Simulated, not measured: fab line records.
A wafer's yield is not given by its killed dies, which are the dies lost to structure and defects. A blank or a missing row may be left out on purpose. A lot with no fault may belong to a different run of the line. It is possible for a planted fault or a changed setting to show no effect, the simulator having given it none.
Split-lot experiment | flow n5-finfet | 7 lots, 21 wafers read, on a route of 1938 steps

== SPLIT DETAILS ==
At N5_MOL_CONTACT_COAG_EXPOSE_05 (exposes mask CA, defocus 0 nm), the setting dose-mj was moved away from the recipe's 38.25 on 5 of the 21 wafers read, by +2.8% to +7.2%. All remaining wafers had this setting at the recipe value.

== FROM THE SPLIT TO THE READING: what the file shows between them, 2 steps ==
- N5_MOL_CONTACT_COAG_PEB_06: peb time 60 s
- N5_MOL_CONTACT_COAG_DEVELOP_07: develop time 30 s

== THE READING ==
cd-nm (nm) at N5_MOL_CONTACT_COAG_CD_MEAS_08, where the cd target is 28 nm. On this fab line, fault-free wafers typically give 28.04 nm with a standard deviation of 0.24 nm.

wafer  | tool, chamber at the split | dose-mj as run | against the recipe | cd-nm, nm | against lot-mates on the recipe
L074.1 | euv-scanner-02, 0          | 38.25          | recipe             | 27.89     | -
L074.4 | euv-scanner-02, 0          | 38.25          | recipe             | 28.07     | -
L074.5 | euv-scanner-02, 0          | 40.07          | +4.8%              | 28.79     | +0.81
L075.3 | euv-scanner-02, 0          | 38.25          | recipe             | 27.95     | -
L075.4 | euv-scanner-02, 0          | 38.25          | recipe             | 28.02     | -
L075.5 | euv-scanner-02, 0          | 38.25          | recipe             | 28.15     | -
L076.3 | euv-scanner-02, 0          | 40.99          | +7.2%              | 29.59     | +1.80
L076.4 | euv-scanner-02, 0          | 40.99          | +7.2%              | 28.97     | +1.18
L076.6 | euv-scanner-02, 0          | 38.25          | recipe             | 27.79     | -
L078.2 | euv-scanner-02, 0          | 38.25          | recipe             | 27.98     | -
L078.5 | euv-scanner-02, 0          | 39.31          | +2.8%              | 28.49     | +0.46
L078.6 | euv-scanner-02, 0          | 38.25          | recipe             | 28.07     | -
L089.1 | euv-scanner-01, 0          | 38.25          | recipe             | 27.98     | -
L089.3 | euv-scanner-01, 0          | 38.25          | recipe             | 27.67     | -
L089.4 | euv-scanner-01, 0          | 40.57          | +6.1%              | 29.35     | +1.52
L091.2 | euv-scanner-02, 0          | 38.25          | recipe             | 27.94     | -
L091.3 | euv-scanner-02, 0          | 38.25          | recipe             | 28.52     | -
L091.4 | euv-scanner-02, 0          | 38.25          | recipe             | 28.65     | -
L092.1 | euv-scanner-02, 0          | 38.25          | recipe             | 27.76     | -
L092.2 | euv-scanner-02, 0          | 38.25          | recipe             | 28.34     | -
L092.4 | euv-scanner-02, 0          | 38.25          | recipe             | 28.40     | -

THE FIT
A straight line over all 21 wafers: cd-nm changes by +0.175 nm for each +1% of dose-mj; r = +0.86; the points scatter about the line by 0.27 nm.
The same after taking each lot's own level away (the mean of its wafers on the recipe; 21 wafers): +0.212 nm for each +1%; r = +0.93; scatter 0.22 nm.
According to that fit, moving dose-mj by its largest amount changes the reading by 1.5 nm.
Measured against the standard deviation above, the lots' own levels, which go from 27.790 to 28.370 nm, span 2.4 times it.
Thus the slope moves with the lot-to-lot level: the two fits are different.
Check: +1.38 nm against its lot-mates is what the line predicts for one of the wafers moved furthest among these (+7.2%) when that wafer is left out of the fit. It came out at +1.8 nm against them.

== THE WHOLE CHAIN: every reading that the file lists as answering this split, in the file's order ==
step                           | what it does                                                | reading                                                                        | change (the file's fit)               | r (the file's)
N5_MOL_CONTACT_COAG_CD_MEAS_08 | target cd 28 nm                                             | cd-nm                                                                          | +0.212 nm for each +1% of the setting | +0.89
N5_MOL_CONTACT_COAG_ETCH_59    | etches underlayer in N2/H2, target depth 13 nm, time 10.4 s | MOL_CONTACT_COAG.cd-offset-nm (the simulator's own value, which no gauge read) | +0.197 nm for each +1% of the setting | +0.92
N5_MOL_CONTACT_COAG_ETCH_105   | etches SiARC in CF4, target depth 15.6 nm, time 26 s        | MOL_CONTACT_COAG.cd-offset-nm (the simulator's own value, which no gauge read) | +0.21 nm for each +1% of the setting  | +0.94

== FILE'S OWN FIT ==
cd-nm changes by +0.212 nm for each +1% of dose-mj, r = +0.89.
